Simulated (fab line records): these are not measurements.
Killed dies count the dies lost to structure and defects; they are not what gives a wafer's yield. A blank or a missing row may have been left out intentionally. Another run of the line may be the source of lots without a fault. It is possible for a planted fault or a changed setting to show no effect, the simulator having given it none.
Matching of chambers | flow n5_finfet | N5_ZERO_LAYER_ETCH_18 on rie_si-01 has 4 sister chambers
The step etches Si in HBr/Cl2, target depth 120 nm, time 40 s. 7 wafers are shown with their chamber, then 8 later ones without.

## WAFERS, EACH WITH ITS CHAMBER
wafer  | chamber | throttle_valve_pct (%) | oes_product_au (a.u.)
L083.1 | 3       | 36.12                  | 1.006
L083.2 | 1       | 36.66                  | 0.988
L083.3 | 0       | 36.17                  | 1.006
L084.2 | 3       | 36.13                  | 1.013
L084.5 | 2       | 36.10                  | 1.008
L084.6 | 1       | 36.66                  | 0.984
L088.1 | 0       | 36.15                  | 1.001

## WAFERS WITH NO CHAMBER GIVEN
wafer  | throttle_valve_pct (%) | oes_product_au (a.u.)
L088.2 | 36.67                  | 0.993
L088.4 | 36.14                  | 1.010
L092.1 | 36.16                  | 0.994
L092.2 | 36.64                  | 0.993
L092.5 | 36.65                  | 0.995
L095.1 | 36.09                  | 1.007
L095.4 | 36.65                  | 0.990
L095.5 | 36.64                  | 0.991

## EACH ONE'S CHAMBER
wafer  | from the rows above     | in truth
L088.2 | 1                       | 1
L088.4 | can't be placed: 3 or 0 | 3
L092.1 | 0                       | 0
L092.2 | 1                       | 1
L092.5 | 1                       | 1
L095.1 | 2                       | 2
L095.4 | 1                       | 1
L095.5 | 1                       | 1
Placed correctly: 7 of 8. Can't be placed from these rows: 1 (the true chamber is among the candidates in 1). 0 placed wrongly.
How it was worked out, from the rows above alone: a wafer's distance from a chamber is the root of the sum, over the readings, of the square of ((its reading less the chamber's mean) divided by the reading's scatter). The wafer belongs to the nearest chamber; if the next one is less than 2 further off, it can't be placed. The mean given for a chamber averages the wafers shown for that chamber. The scatter: the root of (the sum of the squares of (reading less its chamber's mean) over the shown wafers, divided by (wafers less chambers)).
